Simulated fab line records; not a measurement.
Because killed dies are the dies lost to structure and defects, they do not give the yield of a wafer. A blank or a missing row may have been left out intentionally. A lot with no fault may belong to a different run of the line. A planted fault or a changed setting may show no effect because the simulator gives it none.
The tool behind it: which one? | flow nand-harc | Sampling: 14 lots, 42 wafers, 6 of 1159 route steps

## WHAT EACH GAUGE READ, for each wafer
NHARC_A_CONTACT_INSPECT_23.
lot  | measured     | on                | raw-defect-count
L424 | day 17 09:36 | defect-inspect-02 | 466 580 427
L423 | day 17 11:26 | defect-inspect-01 | 465 461 501
L426 | day 17 18:49 | defect-inspect-02 | 319 278 355
L428 | day 17 23:49 | defect-inspect-02 | 368 377 403
L425 | day 18 04:17 | defect-inspect-02 | 497 423 751
L431 | day 19 09:48 | defect-inspect-02 | 484 288 352
L430 | day 19 11:05 | defect-inspect-01 | 689 395 378
L433 | day 19 12:59 | defect-inspect-01 | 310 275 239
L432 | day 19 19:14 | defect-inspect-02 | 298 461 342
L434 | day 20 13:06 | defect-inspect-01 | 521 630 492
L440 | day 21 02:21 | defect-inspect-02 | 378 537 309
L439 | day 21 01:35 | defect-inspect-02 | 436 320 252
L438 | day 21 03:53 | defect-inspect-02 | 461 520 424
L442 | day 21 21:17 | defect-inspect-02 | 372 555 477

NHARC_A_BLC_CD_MEAS_10: target cd 100 nm.
lot  | measured     | on        | cd-nm (nm)
L424 | day 17 10:07 | cd-sem-01 | 100.6 99.4 100.3
L423 | day 17 11:56 | cd-sem-03 | 100.0 99.3 100.2
L426 | day 17 19:19 | cd-sem-02 | 100.1 100.0 99.7
L428 | day 18 00:20 | cd-sem-02 | 99.6 99.9 99.4
L425 | day 18 04:40 | cd-sem-02 | 100.3 99.6 99.5
L431 | day 19 10:19 | cd-sem-02 | 100.1 99.9 99.9
L430 | day 19 11:35 | cd-sem-03 | 100.7 100.5 99.6
L433 | day 19 13:30 | cd-sem-03 | 99.3 99.5 99.3
L432 | day 19 19:44 | cd-sem-01 | 100.6 100.1 99.9
L434 | day 20 13:37 | cd-sem-02 | 100.0 99.3 99.6
L440 | day 21 02:52 | cd-sem-01 | 100.3 99.7 100.1
L439 | day 21 01:59 | cd-sem-02 | 99.6 99.2 99.4
L438 | day 21 04:23 | cd-sem-03 | 107.0 107.2 106.9
L442 | day 21 21:48 | cd-sem-03 | 107.0 107.4 107.6

NHARC_A_BLC_OVL_MEAS_11.
lot  | measured     | on         | overlay-x-nm (nm) | overlay-y-nm (nm)
L424 | day 17 10:12 | overlay-02 | 1.2 1.3 1.4       | 0.3 0.3 0.3
L423 | day 17 12:02 | overlay-01 | 0.7 0.8 0.6       | -0.3 -0.2 0.1
L426 | day 17 19:24 | overlay-01 | -0.7 -1.0 -0.6    | -0.1 0.2 0.2
L428 | day 18 00:25 | overlay-01 | 0.9 0.3 0.5       | 1.0 0.6 0.1
L425 | day 18 04:45 | overlay-01 | 1.0 1.1 0.4       | -1.3 -1.1 -1.1
L431 | day 19 10:24 | overlay-01 | 1.1 1.0 1.1       | -0.6 -1.0 -0.7
L430 | day 19 11:40 | overlay-01 | -1.2 -1.0 -0.8    | -1.0 -1.5 -1.2
L433 | day 19 13:35 | overlay-01 | 0.3 -0.1 0.4      | 0.3 0.6 0.7
L432 | day 19 19:49 | overlay-02 | -0.6 -0.6 -0.8    | 0.0 0.6 -0.1
L434 | day 20 13:42 | overlay-01 | -0.6 -0.2 0.1     | -0.3 -0.5 -1.2
L440 | day 21 02:57 | overlay-02 | -1.6 -1.8 -2.3    | -0.3 -0.4 -0.5
L439 | day 21 02:04 | overlay-02 | -0.2 0.4 0.0      | -0.7 -0.3 -0.3
L438 | day 21 04:29 | overlay-01 | -0.1 0.2 -0.1     | -1.4 -1.6 -0.8
L442 | day 21 21:53 | overlay-02 | 0.5 -0.3 -0.3     | 0.4 0.3 -0.2

NHARC_END_SORT_01.
lot  | measured     | on        | killed-at-array | killed-at-other | killed-at-periphery | killed-dies | killed-open | killed-short
L431 | day 21 09:51 | prober-01 | 26 27 24        | 0 1 1           | 2 5 3               | 28 33 28    | 4 5 4       | 5 4 3
L438 | day 23 14:05 | prober-01 | 26 22           | 0 1             | 3 6                 | 29 29       | 3 5         | 1 1
L442 | day 23 20:16 | prober-01 | 30              | 0               | 4                   | 34          | 3           | 2

## WHICH TOOL RAN EACH LOT (tool, then ch and the chambers of the sampled wafers, then the start)
lot  | NHARC_A_CONTACT_ETCH_139             | NHARC_A_BLC_PEB_08
L424 | har-cap-etch-01 ch 1, day 16 21:42   | litho-track-01 ch 0, day 17 10:02
L423 | har-cap-etch-01 ch 0,1, day 17 02:46 | litho-track-01 ch 0, day 17 11:52
L426 | har-cap-etch-01 ch 0,1, day 17 15:46 | litho-track-01 ch 0, day 17 19:14
L428 | har-cap-etch-02 ch 0,1, day 17 20:32 | litho-track-04 ch 0, day 18 00:15
L425 | har-cap-etch-01 ch 0,1, day 17 21:04 | litho-track-04 ch 0, day 18 04:35
L431 | har-cap-etch-01 ch 0,1, day 19 03:47 | litho-track-06 ch 0, day 19 10:14
L430 | har-cap-etch-03 ch 0,1, day 19 04:20 | litho-track-04 ch 0, day 19 11:31
L433 | har-cap-etch-01 ch 0,1, day 19 09:01 | litho-track-06 ch 0, day 19 13:25
L432 | har-cap-etch-03 ch 0,1, day 19 12:55 | litho-track-01 ch 0, day 19 19:39
L434 | har-cap-etch-02 ch 0,1, day 20 09:22 | litho-track-04 ch 0, day 20 13:32
L440 | har-cap-etch-03 ch 0,1, day 20 19:40 | litho-track-06 ch 0, day 21 02:47
L439 | har-cap-etch-01 ch 0,1, day 20 20:19 | litho-track-06 ch 0, day 21 01:54
L438 | har-cap-etch-03 ch 0,1, day 20 22:41 | litho-track-01 ch 0, day 21 04:19
L442 | har-cap-etch-02 ch 0,1, day 21 13:13 | litho-track-01 ch 0, day 21 21:43
- NHARC_A_CONTACT_ETCH_139: etches the open film in C4F8/O2/Ar, time 137 s, target depth 590 nm.
- NHARC_A_BLC_PEB_08: peb time 65 s.

## WHAT THE TOOLS THEMSELVES READ (means of the sampled wafers that have a number; where no wafer has one, the mark that the record gives instead)
NHARC_A_BLC_PEB_08.
lot  | tool           | exhaust-pa (Pa)
L424 | litho-track-01 | 44.4
L423 | litho-track-01 | 44.5
L426 | litho-track-01 | 45.1
L428 | litho-track-04 | 45.5
L425 | litho-track-04 | 45.1
L431 | litho-track-06 | 44.8
L430 | litho-track-04 | 45.7
L433 | litho-track-06 | 44.9
L432 | litho-track-01 | 45.7
L434 | litho-track-04 | 44.1
L440 | litho-track-06 | 45.8
L439 | litho-track-06 | 45.4
L438 | litho-track-01 | 45.6
L442 | litho-track-01 | 45.4

## THE ANSWER, worked out from the rows above alone
Rule: the lots themselves supply what counts as usual. The widest of any qualifying gaps counts: lots, ordered by their means at a reading, are off when they make up no more than a third of the lots, leave a main group of 4 or more, and stand apart from it by 3 or more times the standard deviation of that group's means. A main group whose means are all the same, to the digits that the tables above print for the reading, isn't used. A lot without any number at a reading at which 4 lots or more have one is off too. Where the step has rows for the other lots, those lots are counted as sound. Order of review: gauges by route order, followed by the tools' own readings, for which a lot's mean as printed above is used. At the first step where some lot is off, the reading lying furthest off is the one used; lots without a number count as furthest.
Off: L438, L442 (NHARC_A_BLC_CD_MEAS_10, cd-nm). The main group has a mean of 99.8 nm with a standard deviation of 0.28.
If a tool, at a process step before that reading, ran all the lots that are off and no sound lot after the first of them, it fits. The gauges at NHARC_A_BLC_CD_MEAS_10 are tried like those tools. Undecided on this evidence; 2 tools fit (litho-track-01 at NHARC_A_BLC_PEB_08, cd-sem-03 at NHARC_A_BLC_CD_MEAS_10).

## WHAT WAS PUT IN BY THE SIMULATOR
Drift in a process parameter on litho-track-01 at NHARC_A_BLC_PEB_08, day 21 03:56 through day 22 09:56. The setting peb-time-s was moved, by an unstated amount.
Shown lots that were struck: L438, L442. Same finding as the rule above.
